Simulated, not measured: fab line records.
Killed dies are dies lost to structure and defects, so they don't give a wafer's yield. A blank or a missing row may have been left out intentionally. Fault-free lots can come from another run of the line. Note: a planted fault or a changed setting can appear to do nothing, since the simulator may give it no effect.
Matching of chambers	flow nand-harc	4 sister chambers for NHARC_P_M1_ETCH_35 on rie-diel-01
The step etches the open film in N2/H2, target depth 40 nm, overetch 12 nm, time 43.94 s. 24 wafers are shown with their chamber, then 12 later ones without.

== WAFERS, EACH WITH ITS CHAMBER ==
wafer	chamber	showerhead-plenum-p-Torr (Torr)	drypump-motor-current-A (A)	rf-vpp-V (V)
L075.3	1	2.20	5.3	435
L075.5	0	2.15	4.9	434
L075.6	1	2.20	5.3	434
L076.1	3	1.91	5.9	427
L076.2	1	2.20	5.3	435
L076.3	2	2.19	6.3	435
L078.2	0	2.15	4.9	434
L078.4	2	2.18	6.3	433
L078.5	0	2.15	4.9	434
L085.1	2	2.18	6.3	435
L085.3	1	2.20	5.4	436
L085.5	2	2.18	6.3	435
L088.1	0	2.14	4.9	433
L088.4	3	1.90	6.0	427
L088.5	0	2.14	4.9	434
L090.1	0	2.14	4.9	433
L090.2	2	2.18	6.3	434
L090.3	3	1.90	6.0	426
L089.3	2	2.18	6.3	436
L089.5	1	2.20	5.4	436
L089.6	0	2.14	4.9	433
L091.1	0	2.14	4.9	434
L091.5	3	1.90	6.0	428
L091.6	2	2.18	6.3	434

SIGNATURES (means of the wafers above)
reading	chamber 0	chamber 1	chamber 2	chamber 3	scatter within a chamber
showerhead-plenum-p-Torr	2.1437	2.2000	2.1814	1.9025	0.00417
drypump-motor-current-A	4.900	5.340	6.300	5.975	0.0312
rf-vpp-V	433.62	435.20	434.57	427.00	0.787
Rule: for each reading, subtract the chamber's mean from the wafer's reading, divide by that reading's scatter and square the result; add these up over the readings and take the root, which gives the wafer's distance from the chamber. If the next closest chamber is less than 2 further off than the closest, the wafer can't be placed; otherwise it belongs to the closest. The scatter: the root of (the sum of the squares of (reading less its chamber's mean) over the shown wafers, divided by (wafers less chambers)).

== WAFERS WHOSE CHAMBER IS MISSING ==
wafer	showerhead-plenum-p-Torr (Torr)	drypump-motor-current-A (A)	rf-vpp-V (V)
L092.1	2.20	5.3	436
L092.2	2.14	4.9	433
L092.5	2.14	4.9	433
L095.1	2.18	6.3	434
L095.3	1.90	6.0	427
L095.4	1.90	6.0	427
L096.1	2.20	5.3	435
L096.4	1.90	6.0	426
L096.6	1.90	6.0	426
L097.1	1.90	5.9	427
L097.2	2.14	4.9	434
L097.5	2.14	4.9	432

== CHAMBER TAKEN BY EACH ==
wafer	from the rows above	in truth
L092.1	1	1
L092.2	0	0
L092.5	0	0
L095.1	2	2
L095.3	3	3
L095.4	3	3
L096.1	1	1
L096.4	3	3
L096.6	3	3
L097.1	3	3
L097.2	0	0
L097.5	0	0
Correct placement for 12 of the 12. Left unplaced by these rows: 0. Number placed wrongly: 0.
